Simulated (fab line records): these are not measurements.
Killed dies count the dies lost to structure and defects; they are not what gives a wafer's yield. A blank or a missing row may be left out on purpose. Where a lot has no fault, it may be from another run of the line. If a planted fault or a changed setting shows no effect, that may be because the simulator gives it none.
Which of the tools did it?	flow nand harc	22 lots with 66 wafers sampled at 6 steps, on a route of 1302 steps

== WHAT EACH GAUGE READ, for each wafer ==
The record lacks any reading of a measuring or inspecting step that a usual standard deviation could be used to judge.

== WHICH TOOL RAN EACH LOT (tool, then ch and the chambers of the sampled wafers, then the start) ==
lot	NHARC_A_STAIRCASE_DESCUM_168	NHARC_A_STAIRCASE_TRIM_14	NHARC_A_STAIRCASE_ETCH_25	NHARC_A_STAIRCASE_TRIM_26	NHARC_A_STAIRCASE_TRIM_191	NHARC_A_STAIRCASE_TRIM_200
L075	rie diel-07 ch 0,1, day 15 18:28	rie diel-10 ch 0,2, no start	rie diel-10 ch 0,2, no start	rie diel-10 ch 0,3, no start	rie diel-11 ch 0,1,3, no start	rie diel-11 ch 2,3, no start
L076	rie diel-10 ch 0,2, day 15 22:41	rie diel-10 ch 0,2, no start	rie diel-10 ch 2,3, no start	rie diel-10 ch 0,2, no start	rie diel-07 ch 0,1,2, no start	rie diel-07 ch 0,3, no start
L077	rie diel-11 ch 0,1, day 17 05:04	rie diel-07 ch 1,2,3, no start	rie diel-10 ch 0,2, no start	rie diel-10 ch 1,2,3, no start	rie diel-10 ch 1,2, no start	rie diel-11 ch 0,1,3, no start
L078	rie diel-10 ch 1,3, day 17 09:40	rie diel-07 ch 0,2,3, no start	rie diel-07 ch 0,1, no start	rie diel-07 ch 0,2,3, no start	rie diel-07 ch 0,1,3, no start	rie diel-11 ch 0,2, no start
L079	rie diel-07 ch 0,1,3, day 17 09:50	rie diel-10 ch 0,2,3, no start	rie diel-10 ch 0,3, no start	rie diel-10 ch 0,1,3, no start	rie diel-10 ch 0,1,2, no start	rie diel-10 ch 0,2,3, no start
L080	rie diel-07 ch 0,1,2, day 18 06:07	rie diel-11 ch 1,2, no start	rie diel-11 ch 0,1,2, no start	rie diel-11 ch 0,2, no start	rie diel-10 ch 1,2, no start	rie diel-10 ch 0,1,2, no start
L081	rie diel-07 ch 1,2,3, day 18 20:16	rie diel-07 ch 1,2,3, no start	rie diel-07 ch 0,1,3, no start	rie diel-07 ch 0,1,2, no start	rie diel-07 ch 1,2,3, no start	rie diel-07 ch 1,3, no start
L082	rie diel-11 ch 1,2, day 18 20:25	rie diel-11 ch 0,1, no start	rie diel-07 ch 0,1, no start	rie diel-07 ch 0,1,3, no start	rie diel-07 ch 1,2,3, no start	rie diel-10 ch 0,1, no start
L084	rie diel-10 ch 1,2, day 19 10:40	rie diel-07 ch 0,1,3, no start	rie diel-10 ch 0,1,2, no start	rie diel-10 ch 0,1,3, no start	rie diel-07 ch 0,3, no start	rie diel-10 ch 1,2, no start
L083	rie diel-10 ch 0,1,3, day 19 10:44	rie diel-11 ch 1,2,3, no start	rie diel-07 ch 1,2,3, no start	rie diel-07 ch 0,1,3, no start	rie diel-10 ch 0,1,3, no start	rie diel-11 ch 0,1,2, no start
L085	rie diel-10 ch 0,1,3, day 19 23:10	rie diel-11 ch 1,2, no start	rie diel-07 ch 0,2,3, no start	rie diel-07 ch 0,2,3, no start	rie diel-11 ch 0,1,3, no start	rie diel-07 ch 0,1,2, no start
L086	rie diel-07 ch 0,2,3, day 20 07:08	rie diel-11 ch 0,2,3, no start	rie diel-10 ch 0,1, no start	rie diel-10 ch 0,1,2, no start	rie diel-11 ch 0,2,3, no start	rie diel-11 ch 0,1,3, no start
L087	rie diel-07 ch 0,3, day 21 10:35	rie diel-11 ch 0,2,3, no start	rie diel-11 ch 0,3, no start	rie diel-11 ch 1,3, no start	rie diel-10 ch 2,3, no start	rie diel-07 ch 2,3, no start
L088	rie diel-11 ch 0,2,3, day 21 10:46	rie diel-10 ch 1,3, no start	rie diel-10 ch 0,1,2, no start	rie diel-10 ch 2,3, no start	rie diel-11 ch 1,3, no start	rie diel-11 ch 1,2,3, no start
L089	rie diel-11 ch 1,2,3, day 21 19:08	rie diel-10 ch 0,2,3, no start	rie diel-11 ch 0,1,3, no start	rie diel-11 ch 1,2,3, no start	rie diel-07 ch 0,1,2, no start	rie diel-07 ch 0,1,2, no start
L091	rie diel-10 ch 0,3, day 22 21:15	rie diel-07 ch 0,2,3, no start	rie diel-10 ch 1,2, no start	rie diel-10 ch 1,3, no start	rie diel-07 ch 0,2, no start	rie diel-11 ch 0,2,3, no start
L093	rie diel-10 ch 0,1,2, day 23 03:14	rie diel-07 ch 0,1,3, no start	rie diel-11 ch 0,1,2, no start	rie diel-11 ch 1,2, no start	rie diel-11 ch 0,2,3, no start	rie diel-10 ch 0,2,3, no start
L092	rie diel-10 ch 1,2,3, day 23 03:23	rie diel-10 ch 0,1,2, no start	rie diel-10 ch 0,2, no start	rie diel-10 ch 1,3, no start	rie diel-10 ch 1,2, no start	rie diel-07 ch 0,2,3, no start
L094	rie diel-11 ch 0,1, day 23 13:14	rie diel-10 ch 0,2,3, no start	rie diel-10 ch 2,3, no start	rie diel-10 ch 2,3, no start	rie diel-10 ch 0,2,3, no start	rie diel-11 ch 0,1,3, no start
L095	rie diel-10 ch 2,3, day 24 08:04	rie diel-11 ch 0,1, no start	rie diel-11 ch 1,3, no start	rie diel-11 ch 0,2,3, no start	rie diel-11 ch 1,2, no start	rie diel-10 ch 0,2,3, no start
L096	rie diel-11 ch 0,2,3, day 24 15:10	rie diel-10 ch 1,2,3, no start	rie diel-11 ch 0,1,3, no start	rie diel-11 ch 0,2,3, no start	rie diel-11 ch 2,3, no start	rie diel-07 ch 0,2,3, no start
L097	rie diel-11 ch 0,1, day 24 22:13	rie diel-10 ch 0,1,2, no start	rie diel-10 ch 0,2,3, no start	rie diel-10 ch 0,1, no start	rie diel-11 ch 0,1, no start	rie diel-07 ch 0,3, no start
- NHARC_A_STAIRCASE_DESCUM_168: chemistry O2, time 3 s.
- NHARC_A_STAIRCASE_TRIM_14: chemistry O2, time 211.2 s.
- NHARC_A_STAIRCASE_ETCH_25: etches the open film in C4F8/O2, target depth 100 nm, time 40.5 s.
- NHARC_A_STAIRCASE_TRIM_26: chemistry O2, time 211.2 s.
- NHARC_A_STAIRCASE_TRIM_191: chemistry O2, time 211.2 s.
- NHARC_A_STAIRCASE_TRIM_200: chemistry O2, time 211.2 s.

== WHAT THE TOOLS THEMSELVES READ (means of the sampled wafers that have a number; where no wafer has one, the mark that the record gives instead) ==
NHARC_A_STAIRCASE_DESCUM_168.
lot	tool	drypump motor current A (A)	oes product au (a.u.)	rf vpp V (V)	showerhead plenum p Torr (Torr)	throttle valve pct (%)
L075	rie diel-07	5.5	1.010	58.0	1.89	11.318
L076	rie diel-10	5.8	1.015	57.0	1.82	11.310
L077	rie diel-11	6.0	1.004	57.6	1.99	11.320
L078	rie diel-10	6.1	1.000	57.3	1.91	11.306
L079	rie diel-07	5.8	0.997	57.4	1.89	11.304
L080	rie diel-07	5.7	0.992	56.7	1.86	11.308
L081	rie diel-07	6.0	0.998	57.3	1.86	11.305
L082	rie diel-11	6.1	1.008	58.0	1.91	11.313
L084	rie diel-10	5.7	1.001	58.9	2.01	11.300
L083	rie diel-10	6.2	1.006	58.2	1.90	11.312
L085	rie diel-10	6.2	1.007	57.2	1.89	11.312
L086	rie diel-07	5.6	0.996	57.3	1.84	11.308
L087	rie diel-07	5.4	0.991	57.4	1.87	11.314
L088	rie diel-11	5.7	1.005	57.6	1.94	11.311
L089	rie diel-11	6.0	1.009	58.2	1.91	11.324
L091	rie diel-10	6.3	1.012	58.0	1.90	11.309
L093	rie diel-10	6.0	1.012	57.6	1.93	11.308
L092	rie diel-10	5.9	1.013	58.7	1.95	11.314
L094	rie diel-11	6.0	1.016	58.0	1.97	11.315
L095	rie diel-10	5.9	1.007	58.1	1.97	11.321
L096	rie diel-11	5.7	1.006	58.2	1.93	11.312
L097	rie diel-11	5.7	1.015	57.7	1.99	11.302

NHARC_A_STAIRCASE_TRIM_14.
lot	tool	drypump motor current A (A)	oes product au (a.u.)	rf vpp V (V)	showerhead plenum p Torr (Torr)	throttle valve pct (%)
L075	rie diel-10	6.0	1.011	57.6	3.43	17.043
L076	rie diel-10	5.8	1.009	57.0	3.37	17.042
L077	rie diel-07	6.0	0.990	58.8	3.45	17.042
L078	rie diel-07	5.6	1.003	57.5	3.42	17.034
L079	rie diel-10	6.0	1.004	57.0	3.45	17.034
L080	rie diel-11	5.8	1.005	57.2	3.46	17.031
L081	rie diel-07	6.0	1.000	57.5	3.44	17.031
L082	rie diel-11	5.7	1.006	58.6	3.69	17.041
L084	rie diel-07	5.8	1.009	57.7	3.48	17.037
L083	rie diel-11	6.1	1.005	58.0	3.53	17.038
L085	rie diel-11	6.1	1.020	57.4	3.52	17.041
L086	rie diel-11	5.7	1.003	57.8	3.57	17.025
L087	rie diel-11	5.7	1.007	58.6	3.57	17.043
L088	rie diel-10	6.2	1.002	56.8	3.47	17.041
L089	rie diel-10	6.0	1.016	58.2	3.61	17.027
L091	rie diel-07	5.6	0.992	57.8	3.39	17.044
L093	rie diel-07	5.8	0.999	57.1	3.47	17.039
L092	rie diel-10	6.0	1.009	58.0	3.56	17.036
L094	rie diel-10	6.0	1.013	58.4	3.60	17.042
L095	rie diel-11	5.7	1.014	57.9	3.66	17.028
L096	rie diel-10	6.0	1.017	58.7	3.58	17.042
L097	rie diel-10	6.0	1.011	57.6	3.55	17.033

NHARC_A_STAIRCASE_ETCH_25.
lot	tool	oes product au (a.u.)	rf vpp V (V)
L075	rie diel-10	0.959	893
L076	rie diel-10	0.950	895
L077	rie diel-10	0.969	889
L078	rie diel-07	0.953	894
L079	rie diel-10	0.950	896
L080	rie diel-11	0.939	897
L081	rie diel-07	0.940	894
L082	rie diel-07	0.935	894
L084	rie diel-10	0.962	898
L083	rie diel-07	0.943	893
L085	rie diel-07	0.941	891
L086	rie diel-10	0.956	893
L087	rie diel-11	0.961	900
L088	rie diel-10	0.936	898
L089	rie diel-11	0.959	900
L091	rie diel-10	0.975	901
L093	rie diel-11	0.938	897
L092	rie diel-10	0.956	902
L094	rie diel-10	0.955	903
L095	rie diel-11	0.947	898
L096	rie diel-11	0.947	899
L097	rie diel-10	0.958	898

NHARC_A_STAIRCASE_TRIM_26.
lot	tool	drypump motor current A (A)	oes product au (a.u.)	rf vpp V (V)	showerhead plenum p Torr (Torr)	throttle valve pct (%)
L075	rie diel-10	6.2	1.004	57.9	3.55	17.030
L076	rie diel-10	6.0	1.009	57.1	3.43	17.046
L077	rie diel-10	5.9	1.002	57.2	3.44	17.041
L078	rie diel-07	5.6	0.998	56.8	3.42	17.033
L079	rie diel-10	6.2	0.990	57.9	3.50	17.038
L080	rie diel-11	5.4	1.000	58.8	3.62	17.039
L081	rie diel-07	5.7	0.991	57.6	3.43	17.041
L082	rie diel-07	5.8	1.007	57.9	3.48	17.038
L084	rie diel-10	6.2	1.008	58.2	3.49	17.028
L083	rie diel-07	5.8	0.993	58.1	3.48	17.037
L085	rie diel-07	5.6	0.998	56.6	3.40	17.039
L086	rie diel-10	6.0	1.006	59.0	3.57	17.030
L087	rie diel-11	6.4	1.017	58.0	3.59	17.039
L088	rie diel-10	6.0	1.015	57.9	3.64	17.039
L089	rie diel-11	6.1	1.004	57.1	3.52	17.029
L091	rie diel-10	6.1	0.992	57.5	3.46	17.033
L093	rie diel-11	6.1	1.023	57.2	3.50	17.037
L092	rie diel-10	6.1	1.002	57.5	3.46	17.028
L094	rie diel-10	5.7	1.015	57.9	3.71	17.031
L095	rie diel-11	5.7	1.006	57.5	3.56	17.041
L096	rie diel-11	5.7	1.002	57.7	3.55	17.035
L097	rie diel-10	6.2	1.010	56.6	3.44	17.037

NHARC_A_STAIRCASE_TRIM_191.
lot	tool	drypump motor current A (A)	oes product au (a.u.)	rf vpp V (V)	showerhead plenum p Torr (Torr)	throttle valve pct (%)
L075	rie diel-11	6.0	1.008	57.9	3.66	17.042
L076	rie diel-07	5.7	0.991	57.6	3.44	17.028
L077	rie diel-10	5.7	0.997	56.7	3.34	17.031
L078	rie diel-07	5.8	1.006	57.6	3.49	17.034
L079	rie diel-10	6.0	1.002	57.7	3.41	17.046
L080	rie diel-10	5.9	0.995	56.7	3.39	17.036
L081	rie diel-07	6.0	0.998	57.9	3.44	17.039
L082	rie diel-07	6.0	1.000	57.5	3.44	17.035
L084	rie diel-07	5.4	0.999	57.8	3.45	17.045
L083	rie diel-10	6.2	1.006	57.2	3.49	17.034
L085	rie diel-11	6.0	1.016	57.6	3.64	17.042
L086	rie diel-11	5.7	1.011	58.4	3.57	17.038
L087	rie diel-10	6.0	1.016	59.4	3.64	17.041
L088	rie diel-11	6.3	1.013	57.9	3.60	17.032
L089	rie diel-07	5.7	1.000	57.2	3.42	17.034
L091	rie diel-07	5.5	0.996	57.5	3.34	17.040
L093	rie diel-11	5.7	1.002	58.7	3.56	17.039
L092	rie diel-10	5.9	1.009	57.1	3.54	17.040
L094	rie diel-10	6.0	1.014	58.4	3.60	17.034
L095	rie diel-11	6.1	1.007	57.5	3.50	17.032
L096	rie diel-11	6.1	0.994	58.0	3.51	17.037
L097	rie diel-11	6.0	1.016	58.0	3.62	17.034

NHARC_A_STAIRCASE_TRIM_200.
lot	tool	drypump motor current A (A)	oes product au (a.u.)	rf vpp V (V)	showerhead plenum p Torr (Torr)	throttle valve pct (%)
L075	rie diel-11	6.0	1.006	58.1	3.55	17.036
L076	rie diel-07	5.4	1.003	57.5	3.47	17.045
L077	rie diel-11	6.0	1.009	57.6	3.66	17.038
L078	rie diel-11	5.4	1.006	58.9	3.62	17.031
L079	rie diel-10	6.0	1.003	57.2	3.45	17.033
L080	rie diel-10	6.0	1.002	58.2	3.41	17.033
L081	rie diel-07	6.1	1.002	58.3	3.49	17.038
L082	rie diel-10	6.2	1.014	57.8	3.47	17.037
L084	rie diel-10	5.7	1.011	57.9	3.68	17.037
L083	rie diel-11	5.8	1.011	57.9	3.57	17.033
L085	rie diel-07	5.7	0.993	58.1	3.43	17.037
L086	rie diel-11	6.0	1.005	57.8	3.64	17.047
L087	rie diel-07	6.0	0.992	57.4	3.41	17.033
L088	rie diel-11	6.1	1.010	58.8	3.52	17.039
L089	rie diel-07	5.7	0.996	57.2	3.42	17.037
L091	rie diel-11	5.7	1.002	57.8	3.56	17.044
L093	rie diel-10	6.0	1.016	57.2	3.60	17.022
L092	rie diel-07	5.6	0.998	57.8	3.39	17.037
L094	rie diel-11	6.0	1.011	58.2	3.63	17.036
L095	rie diel-10	6.0	1.009	58.3	3.60	17.040
L096	rie diel-07	5.7	0.988	57.4	3.39	17.047
L097	rie diel-07	5.7	1.002	57.4	3.44	17.037

== THE ANSWER, worked out from the rows above alone ==
Rule: the usual values come from the lots themselves. Put in order of their means at a reading, lots are off if they are a third of the lots or fewer, leave a main group of 4 or more, and stand apart from it by a gap of 3 or more times the standard deviation of the main group's means; of several such gaps the widest counts. A main group is skipped when, at the precision printed for the reading in the tables above, its means are all equal. Also off: a lot with no number at a reading for which 4 or more lots have one. All remaining lots with rows at the step are treated as sound. After the gauges, taken in route order, come the tools' own readings; for these a lot's mean is taken, as printed above. At the first step where some lot is off, the reading lying furthest off is the one used; lots without a number count as furthest.
No lot is off at any reading shown: from this, nothing can be told.

== WHAT HAD BEEN PUT IN BY THE SIMULATOR ==
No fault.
